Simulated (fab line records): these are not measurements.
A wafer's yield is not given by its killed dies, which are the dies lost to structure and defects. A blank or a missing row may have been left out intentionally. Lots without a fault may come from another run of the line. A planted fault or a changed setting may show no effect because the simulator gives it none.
Chamber matching    flow nand_harc    NHARC_A_BONDPAD_CMP_29 on cmp-04: 4 sister chambers
The step polishes SiCN, target thk 200 nm. 18 wafers are shown with their chamber, then 9 later ones without.

EACH WAFER AND ITS CHAMBER
wafer   chamber  motor_current_A (A)
L077.1  0        12.0
L077.4  3        12.4
L077.6  1        12.0
L083.2  1        11.4
L083.3  3        12.5
L083.4  2        10.3
L088.2  1        12.5
L088.4  3        12.7
L088.6  0        12.1
L089.1  3        12.4
L089.4  1        11.8
L089.5  0        12.3
L089.2  0        12.6
L089.3  2        9.6
L089.6  3        11.2
L093.2  3        12.6
L093.3  0        12.5
L093.6  2        10.8

SIGNATURES (averages over the wafers above)
reading          chamber 0  chamber 1  chamber 2  chamber 3  scatter within a chamber
motor_current_A  12.300     11.925     10.233     12.300     0.473
Rule: a wafer's distance from a chamber is the root of the sum, over the readings, of the square of ((its reading less the chamber's mean) divided by the reading's scatter). If the next closest chamber is less than 2 further off than the closest, the wafer can't be placed; otherwise it belongs to the closest. The scatter: take each reading less its chamber's mean, square it, sum over the shown wafers, divide by the number of wafers less the number of chambers, and take the root.

WAFERS WITH NO CHAMBER GIVEN
wafer   motor_current_A (A)
L092.4  11.8
L092.5  12.4
L092.6  12.2
L096.1  12.2
L096.3  12.5
L096.6  12.4
L097.2  12.0
L097.4  12.1
L097.5  12.4

THE CHAMBER EACH PASSED THROUGH
wafer   from the rows above           in truth
L092.4  can't be placed: 1 or 0 or 3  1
L092.5  can't be placed: 0 or 3 or 1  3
L092.6  can't be placed: 0 or 3 or 1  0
L096.1  can't be placed: 0 or 3 or 1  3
L096.3  can't be placed: 0 or 3 or 1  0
L096.6  can't be placed: 0 or 3 or 1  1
L097.2  can't be placed: 1 or 0 or 3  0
L097.4  can't be placed: 1 or 0 or 3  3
L097.5  can't be placed: 0 or 3 or 1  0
0 of 9 placed correctly. From these rows, 9 cannot be placed; in 9 the true chamber is one of the candidates. Number placed wrongly: 0.
